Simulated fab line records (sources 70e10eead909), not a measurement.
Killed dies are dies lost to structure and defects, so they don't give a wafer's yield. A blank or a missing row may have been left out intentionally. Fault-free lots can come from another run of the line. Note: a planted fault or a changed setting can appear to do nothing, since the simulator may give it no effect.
2 desks looking at one fault | flow nand_harc | each desk holds nothing but its own numbers, with what lay behind them at the end

## METROLOGY DESK
What the gauges read for every lot (on any tool): the sampled wafers with a number, averaged. A lot is out of limits, marked OUT, if its mean lies more than 4 standard deviations from the usual mean; the brackets give that distance.
Columns: A = cd_nm at NHARC_THIN_TSV_CD_MEAS_12, usual 999.4 nm
lot  | first seen here | A
L767 | day 19 15:29    | 997.8
L766 | day 19 17:01    | 1000.1
L771 | day 19 19:05    | 997.7
L769 | day 19 20:25    | 1002.1
L773 | day 19 21:29    | 996.8
L774 | day 20 22:47    | 1000.6
L778 | day 21 04:07    | 1000.2
L777 | day 21 10:56    | 999.1
L785 | day 23 13:27    | 1000.6
L784 | day 23 14:40    | 999.5
L783 | day 23 15:47    | 996.9
L788 | day 24 08:44    | 999.7
This desk's finding: nothing out of limits on any of the 12 lots.

## TOOL OWNER'S DESK, rie_diel-11
The tool's own readings at NHARC_A_BONDPAD_ETCH_34 (etches the open film in N2/H2, target depth 60 nm, overetch 18 nm, time 65.91 s): means of the sampled wafers that have a number, for each lot that ran on this tool. A lot is out of limits, marked OUT, if its mean lies more than 4 standard deviations from the usual mean; the brackets give that distance.
Columns: A = chamber_pressure_mTorr at NHARC_A_BONDPAD_ETCH_34, usual 30.001 mTorr; B = drypump_motor_current_A at NHARC_A_BONDPAD_ETCH_34, usual 5.7 A; C = oes_product_au at NHARC_A_BONDPAD_ETCH_34, usual 1.002 a.u.; D = rf_vpp_V at NHARC_A_BONDPAD_ETCH_34, usual 430 V; E = showerhead_plenum_p_Torr at NHARC_A_BONDPAD_ETCH_34, usual 2.01 Torr; F = throttle_valve_pct at NHARC_A_BONDPAD_ETCH_34, usual 14.171 %
lot  | first seen here | A      | B   | C     | D   | E    | F
L767 | day 18 11:04    | 30.013 | 5.8 | 1.000 | 430 | 2.01 | 14.177
L771 | day 18 15:49    | 30.006 | 5.5 | 1.000 | 429 | 2.01 | 14.175
L773 | day 19 02:29    | 30.018 | 5.8 | 1.001 | 430 | 2.01 | 14.169
L769 | day 19 03:44    | 29.987 | 5.8 | 0.992 | 429 | 2.00 | 14.169
L778 | day 20 12:34    | 29.987 | 5.6 | 0.999 | 428 | 1.96 | 14.163
L784 | day 22 21:26    | 30.019 | 5.9 | 0.998 | 433 | 2.10 | 14.168
L783 | day 22 22:48    | 30.026 | 5.7 | 1.007 | 431 | 2.05 | 14.172
This desk's finding: nothing out of limits on any of the 7 lots.

## PUT TOGETHER
The metrology desk saw nothing out of limits.
The tool owner's desk saw nothing out of limits.

## WHAT HAD BEEN PUT IN BY THE SIMULATOR
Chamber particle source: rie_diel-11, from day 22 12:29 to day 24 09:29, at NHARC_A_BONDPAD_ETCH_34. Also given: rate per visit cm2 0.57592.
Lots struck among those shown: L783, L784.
